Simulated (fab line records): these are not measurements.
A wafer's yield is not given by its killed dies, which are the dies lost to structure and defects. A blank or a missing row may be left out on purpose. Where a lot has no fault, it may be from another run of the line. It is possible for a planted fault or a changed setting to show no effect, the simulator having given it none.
Which tool was responsible?    flow n5_finfet    26 wafers from 9 lots sampled at 6 of the route's 1938 steps

## WHAT EACH GAUGE READ, for each wafer
N5_BEOL_M3_RS_MEAS_58: the measuring method here is four-point-probe.
lot   measured      on             M3_RS (ohm/sq)
L586  day 8 20:01   film_metro-01  0.69 0.67 0.67
L585  day 8 21:54   film_metro-01  0.71 0.68 0.67
L587  day 9 00:48   film_metro-02  0.70 0.67 0.68
L590  day 9 04:16   film_metro-01  0.72 0.62 0.63
L598  day 11 02:51  film_metro-01  0.67 0.66
L604  day 12 22:02  film_metro-02  0.67 0.65 0.67
L605  day 13 08:14  film_metro-01  0.68 0.71 0.67
L606  day 14 00:54  film_metro-02  0.66 0.64 0.64
L608  day 14 06:00  film_metro-02  0.73 0.60 0.67

N5_BEOL_M4_OVL_MEAS_12.
lot   measured      on          M4_OVL (nm)
L586  day 8 21:15   overlay-01  0.9 0.4 0.2
L585  day 9 00:30   overlay-02  -0.2 0.4 -0.2
L587  day 9 01:56   overlay-02  0.6 1.4 0.9
L590  day 9 06:01   overlay-02  -0.1 0.3 0.2
L598  day 11 04:10  overlay-01  -0.9 0.3
L604  day 12 23:55  overlay-02  -0.8 0.3 -0.2
L605  day 13 09:10  overlay-01  0.5 0.6 0.4
L606  day 14 02:37  overlay-02  -0.8 -0.7 -1.0
L608  day 14 06:41  overlay-02  0.0 0.4 -0.5

N5_BEOL_M4_CD_MEAS_18: pitch 36 nm, target cd 18 nm.
lot   measured      on         cd_nm (nm)
L586  day 8 21:49   cd_sem-03  18.21 18.55 18.18
L585  day 9 01:05   cd_sem-03  17.87 17.90 18.05
L587  day 9 02:31   cd_sem-03  17.84 17.81 17.96
L590  day 9 06:32   cd_sem-03  17.97 18.09 18.48
L598  day 11 04:50  cd_sem-01  18.78 19.06
L604  day 13 00:26  cd_sem-02  17.95 18.00 18.30
L605  day 13 09:43  cd_sem-01  18.06 18.50 18.05
L606  day 14 03:08  cd_sem-02  17.87 18.08 18.05
L608  day 14 07:12  cd_sem-01  18.37 18.28 18.43

N5_BEOL_M4_RC_MEAS_101.
lot   measured      on         DIBL_N (mV/V)   DIBL_P (mV/V)   IOFF_N (nA/um)  IOFF_P (nA/um)  ION_N (uA/um)  ION_P (uA/um)  SS_N (mV/dec)   SS_P (mV/dec)   VT_N (mV)    VT_P (mV)
L586  day 9 10:38   prober-02  37.8 42.0 34.8  36.2 40.1 33.9  0.15 0.27 0.13  0.21 0.27 0.18  666 682 680    459 458 468    71.6 73.9 71.1  72.7 74.7 72.6  250 245 252  -249 -249 -251
L585  day 9 11:10   prober-01  39.2 37.5 33.2  40.5 39.0 32.6  0.22 0.17 0.10  0.34 0.29 0.18  686 677 646    483 471 455    71.1 71.0 69.9  74.5 73.9 72.5  243 247 255  -239 -244 -252
L587  day 10 02:23  prober-02  37.3 33.2 34.2  37.3 32.7 34.5  0.16 0.11 0.13  0.25 0.18 0.20  690 685 676    480 474 477    71.2 70.0 70.5  73.6 72.5 72.5  248 253 251  -247 -250 -249
L590  day 10 06:55  prober-02  35.6 37.4 34.8  35.6 37.6 36.4  0.12 0.16 0.13  0.20 0.22 0.21  653 651 661    462 448 462    71.6 72.3 70.8  72.9 73.5 73.2  255 252 253  -250 -251 -248
L598  day 12 08:23  prober-01  35.5 35.3       35.2 34.6       0.13 0.14       0.18 0.18       650 665        451 452        71.8 71.5       73.1 73.1       252 253      -251 -251
L604  day 13 09:16  prober-02  40.8 35.1 36.6  42.0 35.6 36.8  0.26 0.14 0.16  0.32 0.21 0.21  692 663 676    467 457 462    72.9 71.1 71.7  74.4 73.1 73.4  245 251 250  -245 -249 -251
L605  day 14 07:06  prober-01  37.4 37.4 38.9  38.4 38.9 38.7  0.16 0.17 0.18  0.22 0.25 0.24  678 667 654    468 455 452    71.0 71.4 72.4  74.4 73.9 74.9  251 253 254  -249 -247 -249
L606  day 14 14:19  prober-02  38.1 35.2 35.7  37.1 34.2 34.4  0.19 0.14 0.14  0.25 0.19 0.21  669 680 678    458 466 474    71.4 71.2 71.6  73.8 72.6 73.6  249 251 249  -248 -250 -248
L608  day 14 16:10  prober-01  37.0 36.8 38.7  38.4 38.0 39.6  0.17 0.17 0.20  0.22 0.24 0.26  674 676 694    467 459 470    71.4 72.2 72.2  73.3 74.1 73.6  251 248 249  -250 -248 -248

## WHAT TOOL EACH LOT RAN ON (gives the tool, then ch and the chambers of the sampled wafers, and finally the start)
lot   N5_BEOL_M4_ETCH_64                 N5_BEOL_M4_STRIP_66
L586  rie_diel-05 ch 0,2, day 8 21:28    rie_diel-05 ch 0,2, day 8 21:36
L585  rie_diel-05 ch 1,2, day 9 00:40    rie_diel-05 ch 1,2, day 9 00:48
L587  rie_diel-04 ch 1,2,3, day 9 02:10  rie_diel-04 ch 1,2,3, day 9 02:17
L590  rie_diel-04 ch 0,3, day 9 06:11    rie_diel-04 ch 0,3, day 9 06:19
L598  rie_diel-04 ch 0,2, day 11 04:29   rie_diel-04 ch 0,2, day 11 04:37
L604  rie_diel-05 ch 1,3, day 13 00:05   rie_diel-05 ch 1,3, day 13 00:13
L605  rie_diel-02 ch 0,1, day 13 09:21   rie_diel-02 ch 0,1, day 13 09:29
L606  rie_diel-02 ch 2,3, day 14 02:47   rie_diel-02 ch 2,3, day 14 02:55
L608  rie_diel-05 ch 1,3, day 14 06:50   rie_diel-05 ch 1,3, day 14 06:58
- N5_BEOL_M4_ETCH_64: etches SOC in N2/H2, target depth 75 nm, overetch 22.5 nm, time 121.9 s.
- N5_BEOL_M4_STRIP_66: strips in CF4.

## WHAT THE TOOLS THEMSELVES READ (means of the sampled wafers that have a number; where no wafer has one, the mark that the record gives instead)
N5_BEOL_M4_ETCH_64.
lot   tool         drypump_motor_current_A (A)  oes_product_au (a.u.)  rf_vpp_V (V)  showerhead_plenum_p_Torr (Torr)  throttle_valve_pct (%)
L586  rie_diel-05  5.6                          0.55                   525.4         2.61                             18.0
L585  rie_diel-05  5.8                          0.54                   523.7         2.56                             17.9
L587  rie_diel-04  5.7                          0.54                   524.5         2.57                             18.1
L590  rie_diel-04  5.6                          0.58                   522.1         2.51                             17.6
L598  rie_diel-04  5.8                          0.57                   521.0         2.44                             17.6
L604  rie_diel-05  6.2                          0.60                   524.8         2.57                             17.8
L605  rie_diel-02  5.8                          0.63                   527.7         2.67                             17.6
L606  rie_diel-02  5.9                          0.64                   526.3         2.62                             17.7
L608  rie_diel-05  6.4                          0.63                   526.4         2.63                             17.8

N5_BEOL_M4_STRIP_66.
lot   tool         drypump_motor_current_A (A)  oes_product_au (a.u.)  rf_vpp_V (V)  showerhead_plenum_p_Torr (Torr)  throttle_valve_pct (%)
L586  rie_diel-05  5.5                          0.71                   271.5         1.83                             13.69
L585  rie_diel-05  5.8                          0.71                   270.9         1.80                             13.64
L587  rie_diel-04  5.7                          0.71                   271.4         1.80                             13.84
L590  rie_diel-04  5.6                          0.75                   271.5         1.79                             13.58
L598  rie_diel-04  5.8                          0.73                   268.5         1.73                             13.44
L604  rie_diel-05  6.2                          0.78                   271.1         1.82                             13.67
L605  rie_diel-02  5.8                          0.82                   272.4         1.88                             13.40
L606  rie_diel-02  5.9                          0.83                   272.3         1.84                             13.48
L608  rie_diel-05  6.3                          0.83                   272.6         1.85                             13.52

## THE ANSWER, worked out from the rows above alone
Rule: the lots themselves supply what counts as usual. The widest of any qualifying gaps counts: lots, ordered by their means at a reading, are off when they make up no more than a third of the lots, leave a main group of 4 or more, and stand apart from it by 3 or more times the standard deviation of that group's means. Not used: any main group whose means are identical at the precision the tables above print for the reading. A lot without any number at a reading at which 4 lots or more have one is off too. The other lots that the step has rows for count as sound. Order of review: gauges by route order, followed by the tools' own readings, for which a lot's mean as printed above is used. The first step at which some lot is off is used, and at that step the reading that is off furthest; a lot without a number counts as furthest.
Off: L598 (N5_BEOL_M4_CD_MEAS_18, cd_nm). The main group: mean 18.12 nm, standard deviation 0.16.
A tool fits if, at a process step before that reading, it ran every lot that is off, and no sound lot after the first of them. The gauges at N5_BEOL_M4_CD_MEAS_18 aren't tried: what is off there is off at N5_BEOL_M4_STRIP_66 too, on other tools, and a gauge's error can't cause that. One candidate fits, namely rie_diel-04 at N5_BEOL_M4_ETCH_64 and N5_BEOL_M4_STRIP_66. At N5_BEOL_M4_ETCH_64 its last sound lot is L590 (day 9 06:11), its first lot that is off L598 (day 11 04:29): a fault that began between those two fits.

## WHAT WAS PUT IN BY THE SIMULATOR
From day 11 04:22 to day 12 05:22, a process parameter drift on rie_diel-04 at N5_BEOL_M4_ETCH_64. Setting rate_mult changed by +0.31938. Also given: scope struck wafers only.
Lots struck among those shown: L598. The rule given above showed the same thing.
